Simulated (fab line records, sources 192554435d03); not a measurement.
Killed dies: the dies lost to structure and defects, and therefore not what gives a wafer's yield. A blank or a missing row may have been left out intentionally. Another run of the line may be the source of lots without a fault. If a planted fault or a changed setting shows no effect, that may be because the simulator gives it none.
Lot-split experiment | flow n5_finfet | on a route of 1938 steps: 7 lots, 21 wafers read

== ABOUT THE SPLIT ==
At N5_BEOL_M5_ETCH_68 (etches SOC in N2/H2, target depth 80 nm, overetch 16 nm, time 120 s), the setting time_s was moved away from the recipe's 120 s on 7 of the 21 wafers read, by -18.9% to +17.0%. The other wafers ran this setting at the recipe's value.

The reading comes from the split's own step.

== THE READING ==
SiARC_of_BEOL_M5_COAT_66.thk_nm (the simulator's own value, which no gauge read), in nm, at N5_BEOL_M5_ETCH_68 (etches SOC in N2/H2, target depth 80 nm, overetch 16 nm, time 120 s). The file does not state a usual value for it. Here, 14 wafers ran the recipe; their average is 6.5 nm with a standard deviation of 0.21 nm.

wafer  | tool, chamber at the split | time_s as run, s | against the recipe | SiARC_of_BEOL_M5_COAT_66.thk_nm, nm | against lot-mates on the recipe
L078.1 | rie_diel-04, 3,1           | 120              | recipe             | 6.6                                 | -
L078.5 | rie_diel-04, 3,1           | 120              | recipe             | 6.6                                 | -
L078.2 | rie_diel-04, 2             | 120              | recipe             | 6.2                                 | -
L081.1 | rie_diel-04, 3             | 120              | recipe             | 6.6                                 | -
L081.2 | rie_diel-04, 0,2           | 140.4            | +17.0%             | 5.2                                 | -1.4
L081.4 | rie_diel-04, 0,2           | 140.4            | +17.0%             | 5.2                                 | -1.4
L080.2 | rie_diel-03, 3             | 120              | recipe             | 6                                   | -
L080.3 | rie_diel-03, 1             | 120              | recipe             | 6.4                                 | -
L080.4 | rie_diel-03, 0             | 120              | recipe             | 6.6                                 | -
L082.1 | rie_diel-04, 3             | 120              | recipe             | 6.6                                 | -
L082.2 | rie_diel-04, 0             | 97.29            | -18.9%             | 7.2                                 | +0.6
L082.5 | rie_diel-04, 3             | 97.29            | -18.9%             | 7.6                                 | +1.0
L087.2 | rie_diel-05, 0             | 120              | recipe             | 6.4                                 | -
L087.5 | rie_diel-05, 0             | 120              | recipe             | 6.4                                 | -
L087.4 | rie_diel-05, 2             | 120              | recipe             | 6.8                                 | -
L089.2 | rie_diel-05, 0             | 134.7            | +12.2%             | 5.8                                 | -0.6
L089.3 | rie_diel-05, 3             | 134.7            | +12.2%             | 5.6                                 | -0.8
L089.5 | rie_diel-05, 3             | 120              | recipe             | 6.4                                 | -
L094.1 | rie_diel-05, 2             | 103.8            | -13.5%             | 7.4                                 | +0.8
L094.2 | rie_diel-05, 1             | 120              | recipe             | 6.8                                 | -
L094.6 | rie_diel-05, 0             | 120              | recipe             | 6.4                                 | -
When a row names more than one chamber, that row covers several wafers, and the file does not tell which wafer ran in which chamber.

THE FIT
A straight line over all 21 wafers: SiARC_of_BEOL_M5_COAT_66.thk_nm changes by -0.0617 nm for each +1% of time_s; r = -0.94; the points scatter about the line by 0.22 nm.
The same after taking each lot's own level away (the mean of its wafers on the recipe; 21 wafers): -0.0593 nm for each +1%; r = -0.93; scatter 0.23 nm.
On that fit, the largest move of time_s shifts the reading by 1.1 nm.
The span of the lots' own levels, 6.33 to 6.60 nm, comes to 1.3 times the standard deviation stated above.
Consequently the slope shifts little with the lot-to-lot level, the two slopes agreeing.
Check: for one of the wafers moved furthest among these (-18.9%), held out of the fit, the line's prediction against its lot-mates is +1.21 nm. It came out at +0.6 nm against them.

== OTHER SPLITS ON THESE WAFERS ==
Before the reading, these wafers also passed through other splits. Each is held against what the fit with the lots' levels taken away leaves over:
other split on the same wafers            | wafers away from the commonest value | r with SiARC_of_BEOL_M5_COAT_66.thk_nm (lot level and that fit taken away)
N5_SDB_EXPOSE_08 dose_mj                  | 7                                    | -0.02
N5_HKMG_FIN_PWFM_ALD_03 ald_cycles        | 8                                    | -0.18
N5_HKMG_FIN_COAT_06 spin_rpm              | 8                                    | +0.44
N5_BEOL_M0_SAQP_COAT_81 spin_rpm          | 7                                    | +0.49
N5_BEOL_M0_SAQP_DEVELOP_13 develop_time_s | 9                                    | -0.24
N5_BEOL_M0_TRENCH_ETCH_107 target_depth_a | 8                                    | +0.36
N5_BEOL_M3_COAT_05 spin_rpm               | 5                                    | +0.07
N5_BEOL_M3_ETCH_64 time_s                 | 6                                    | +0.08

== FILE'S OWN FIT ==
SiARC_of_BEOL_M5_COAT_66.thk_nm changes by -0.0595 nm for each +1% of time_s, r = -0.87.
